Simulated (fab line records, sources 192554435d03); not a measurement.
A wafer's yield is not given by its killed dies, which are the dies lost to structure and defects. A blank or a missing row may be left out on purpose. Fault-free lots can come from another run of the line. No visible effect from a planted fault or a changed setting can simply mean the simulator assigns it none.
Split-lot study -- flow n5-finfet -- on a route of 1938 steps: 7 lots, 21 wafers read

== ABOUT THE SPLIT ==
At N5_BEOL_M15_CMP_49 (polishes, stops on SiO2, t overpolish 4.9 s, target thk 850 nm), the setting down-force-psi was moved away from the recipe's 2 psi on 6 of the 21 wafers read, by -15.6% to +14.5%. For the rest of the wafers, this setting stayed at what the recipe calls for.

The reading comes from the split's own step.

== THE READING ==
barrier-field-endpoint-s, in s, at N5_BEOL_M15_CMP_49 (polishes, stops on SiO2, t overpolish 4.9 s, target thk 850 nm). Typical for fault-free wafers on this fab line: 11.4 s, with standard deviation 0.31 s.

wafer,"tool, chamber at the split","down-force-psi as run, psi",against the recipe,"barrier-field-endpoint-s, s",against lot-mates on the recipe
L076.1,"cmp-02, 3",2,recipe,11.5,-
L076.5,"cmp-02, 2",2,recipe,10.9,-
L076.6,"cmp-02, 3",2,recipe,11.2,-
L074.1,"cmp-03, 1",2,recipe,11.4,-
L074.6,"cmp-03, 3",2.289,+14.5%,9.5,-1.9
L074.5,"cmp-03, 0",2.289,+14.5%,9.9,-1.5
L084.3,"cmp-01, 3",2,recipe,11.7,-
L084.1,"cmp-01, 0",2,recipe,11.2,-
L084.6,"cmp-01, 2",2,recipe,10.9,-
L085.1,"cmp-02, 1",1.688,-15.6%,14.0,+2.2
L085.6,"cmp-02, 0",2,recipe,12.0,-
L085.5,"cmp-02, 1",2,recipe,11.6,-
L087.1,"cmp-03, 2",2,recipe,11.0,-
L087.3,"cmp-03, 3",1.843,-7.9%,12.2,+1.2
L087.2,"cmp-03, 1",1.843,-7.9%,12.7,+1.7
L089.4,"cmp-01, 2",2,recipe,10.8,-
L089.6,"cmp-01, 1",2,recipe,11.1,-
L089.5,"cmp-01, 2",2,recipe,11.2,-
L094.2,"cmp-02, 1",2.211,+10.5%,10.0,-1.4
L094.5,"cmp-02, 3",2,recipe,11.3,-
L094.6,"cmp-02, 0",2,recipe,11.4,-

THE FIT
A straight line over all 21 wafers: barrier-field-endpoint-s changes by -0.135 s for each +1% of down-force-psi; r = -0.94; the points scatter about the line by 0.35 s.
The same after taking each lot's own level away (the mean of its wafers on the recipe; 21 wafers): -0.135 s for each +1%; r = -0.96; scatter 0.25 s.
Per that fit: largest down-force-psi move, reading shift of 2.1 s.
The lots' own levels span 11.00 to 11.80 s, that is 2.6 times the standard deviation above.
Hence the lot-to-lot level has little effect on the slope; both slopes agree.
Check: for one of the wafers moved furthest among these (-15.6%), held out of the fit, the line's prediction against its lot-mates is +2.17 s. It came out at +2.2 s against them.
Tool readings at the split's step, against how far the setting was moved: barrier-field-endpoint-s r = -0.94.

== THESE WAFERS: OTHER SPLITS ==
These wafers also went through other splits before the reading. Each is held against what the fit with the lots' levels taken away leaves over:
other split on the same wafers,wafers away from the commonest value,r with barrier-field-endpoint-s (lot level and that fit taken away)
N5_BEOL_M13_COAT_04 spin-rpm,6,-0.17

== FILE'S OWN FIT ==
barrier-field-endpoint-s changes by -0.136 s for each +1% of down-force-psi, r = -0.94.
